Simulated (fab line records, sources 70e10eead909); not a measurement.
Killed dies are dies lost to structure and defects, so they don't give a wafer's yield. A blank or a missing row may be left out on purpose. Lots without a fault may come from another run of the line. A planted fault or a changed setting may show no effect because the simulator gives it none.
Chamber matching | flow nand_harc | NHARC_A_STAIRCASE_ALD_415 on ald_hk-02: 4 sister chambers
The step deposits SiO2, target thk 30 nm, pulse time 6 s, ald cycles 300. 16 wafers are shown with their chamber, then 8 later ones without.

WAFERS WITH THEIR CHAMBER
wafer  | chamber | heater_power_w (W) | precursor_pulse_height_rel
L076.2 | 3       | 439                | 0.995
L076.4 | 2       | 373                | 1.024
L076.5 | 0       | 584                | 1.014
L079.2 | 2       | 380                | 0.977
L079.4 | 1       | 521                | 1.000
L079.6 | 2       | 387                | 1.020
L081.1 | 0       | 566                | 0.995
L081.4 | 2       | 387                | 0.994
L081.6 | 2       | 375                | 0.991
L085.1 | 0       | 600                | 0.998
L085.2 | 1       | 498                | 1.021
L085.6 | 3       | 436                | 1.015
L090.2 | 1       | 496                | 1.003
L090.3 | 2       | 394                | 1.018
L090.6 | 2       | 400                | 1.022
L093.1 | 2       | 390                | 1.017

SIGNATURES (means of the wafers above)
reading                    | chamber 0 | chamber 1 | chamber 2 | chamber 3 | scatter within a chamber
heater_power_w             | 583.33    | 505.00    | 385.75    | 437.50    | 11.4
precursor_pulse_height_rel | 1.00233   | 1.00800   | 1.00788   | 1.00500   | 0.0155
Rule: a wafer's distance from a chamber is the root of the sum, over the readings, of the square of ((its reading less the chamber's mean) divided by the reading's scatter). The wafer belongs to the nearest chamber; if the next one is less than 2 further off, it can't be placed. The scatter: the root of (the sum of the squares of (reading less its chamber's mean) over the shown wafers, divided by (wafers less chambers)).

WAFERS WITHOUT THEIR CHAMBER
wafer  | heater_power_w (W) | precursor_pulse_height_rel
L093.2 | 570                | 1.000
L093.4 | 499                | 1.013
L096.2 | 441                | 1.004
L096.3 | 399                | 1.009
L096.5 | 402                | 0.995
L097.3 | 520                | 0.987
L097.5 | 491                | 0.966
L097.6 | 567                | 1.026

WHICH CHAMBER EACH WENT THROUGH
wafer  | from the rows above     | in truth
L093.2 | 0                       | 0
L093.4 | 1                       | 1
L096.2 | 3                       | 3
L096.3 | 2                       | 2
L096.5 | can't be placed: 2 or 3 | 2
L097.3 | 1                       | 1
L097.5 | 1                       | 1
L097.6 | 0                       | 0
Placed correctly: 7 of 8. Can't be placed from these rows: 1 (the true chamber is among the candidates in 1). Placed wrongly: 0.
